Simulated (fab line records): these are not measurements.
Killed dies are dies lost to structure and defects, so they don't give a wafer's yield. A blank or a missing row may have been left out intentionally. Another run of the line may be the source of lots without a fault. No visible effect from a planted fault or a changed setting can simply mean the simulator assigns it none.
One fault through the eyes of 2 desks | flow n5-finfet | what lay behind the numbers comes last; until then each desk has only its own

== FOR THE TOOL OWNER'S DESK: rie-diel-05 ==
The tool's own readings at N5_FIN_CUT_ETCH_30 (etches underlayer in N2/H2, target depth 13 nm, time 10.4 s): means of the sampled wafers that have a number, for each lot that ran on this tool. A lot is out of limits, marked OUT, if its mean lies more than 4 standard deviations from the usual mean; the brackets give that distance.
Columns: A = drypump-motor-current-A at N5_FIN_CUT_ETCH_30, usual 5.6 A; B = etch-rf-on-time-s at N5_FIN_CUT_ETCH_30, usual 10.41 s; C = oes-product-au at N5_FIN_CUT_ETCH_30, usual 0.64 a.u.; D = rf-vpp-V at N5_FIN_CUT_ETCH_30, usual 524.3 V; E = showerhead-plenum-p-Torr at N5_FIN_CUT_ETCH_30, usual 2.55 Torr; F = throttle-valve-pct at N5_FIN_CUT_ETCH_30, usual 17.70 %
lot  | first seen here | A   | B               | C    | D     | E    | F
L626 | day 2 03:06     | 5.4 | 10.38           | 0.61 | 524.6 | 2.51 | 17.78
L637 | day 4 23:14     | 5.4 | 10.31           | 0.61 | 523.5 | 2.50 | 17.81
L639 | day 5 09:47     | 5.5 | 10.04           | 0.73 | 526.8 | 2.64 | 17.61
L644 | day 6 16:31     | 5.3 | 9.01 (-5.4) OUT | 0.68 | 523.7 | 2.54 | 17.92
This desk's verdict: out of limits on L644, starting with L644 at day 6 16:31 (etch-rf-on-time-s at N5_FIN_CUT_ETCH_30). In limits: L626, L637, L639.

== FROM THE METROLOGY DESK ==
Lot by lot, what the gauges showed, no matter which tool ran the lot: averages of those sampled wafers that carry a number. A lot is out of limits, marked OUT, if its mean lies more than 4 standard deviations from the usual mean; the brackets give that distance. Readings shown: 7 of its 11, picked as those furthest out on some lot.
Columns: A = DIBL_N at N5_BEOL_M4_RC_MEAS_101, usual 36.0 mV/V; B = DIBL_P at N5_BEOL_M4_RC_MEAS_101, usual 35.6 mV/V; C = IOFF_N at N5_BEOL_M4_RC_MEAS_101, usual 0.15 nA/um; D = ION_N at N5_BEOL_M4_RC_MEAS_101, usual 668 uA/um; E = SS_N at N5_BEOL_M4_RC_MEAS_101, usual 71.5 mV/dec; F = SS_P at N5_BEOL_M4_RC_MEAS_101, usual 73.4 mV/dec; G = VT_N at N5_BEOL_M4_RC_MEAS_101, usual 251 mV
lot  | first seen here | A    | B    | C    | D   | E    | F    | G
L626 | day 2 02:57     | 36.5 | 35.4 | 0.15 | 670 | 70.6 | 73.5 | 250
L630 | day 3 03:14     | 37.5 | 36.2 | 0.18 | 672 | 71.6 | 73.7 | 250
L631 | day 3 09:46     | 35.6 | 35.5 | 0.15 | 660 | 72.2 | 73.1 | 254
L634 | day 4 02:37     | 33.7 | 32.9 | 0.12 | 658 | 71.2 | 72.7 | 255
L637 | day 4 23:05     | 33.7 | 32.0 | 0.12 | 656 | 70.7 | 73.0 | 254
L639 | day 5 09:35     | 37.2 | 38.1 | 0.18 | 679 | 71.7 | 73.5 | 248
L641 | day 5 21:29     | 36.3 | 37.6 | 0.17 | 667 | 71.8 | 73.6 | 249
L644 | day 6 15:53     | 38.9 | 38.4 | 0.19 | 682 | 72.0 | 74.2 | 249
L649 | day 8 00:01     | 35.4 | 34.6 | 0.14 | 669 | 71.2 | 73.6 | 251
This desk's verdict: no lot among the 9 shows anything out of limits.

== ALL TOGETHER ==
The tool owner's desk had the chance to raise an alarm at day 6 16:31 on L644.
Nothing out of limits was seen by the metrology desk.
The metrology desk holds a record of L644, inside its limits.
Every lot named ran N5_FIN_CUT_ETCH_30 on rie-diel-05.

== WHAT THE SIMULATOR HAD PUT IN ==
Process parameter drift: rie-diel-05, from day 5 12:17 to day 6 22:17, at N5_FIN_CUT_ETCH_30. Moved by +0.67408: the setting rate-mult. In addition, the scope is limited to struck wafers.
Struck lots among those shown: L644.
Time in hours from fault onset to the first out-of-limits reading at each desk: the tool owner's desk, 28.
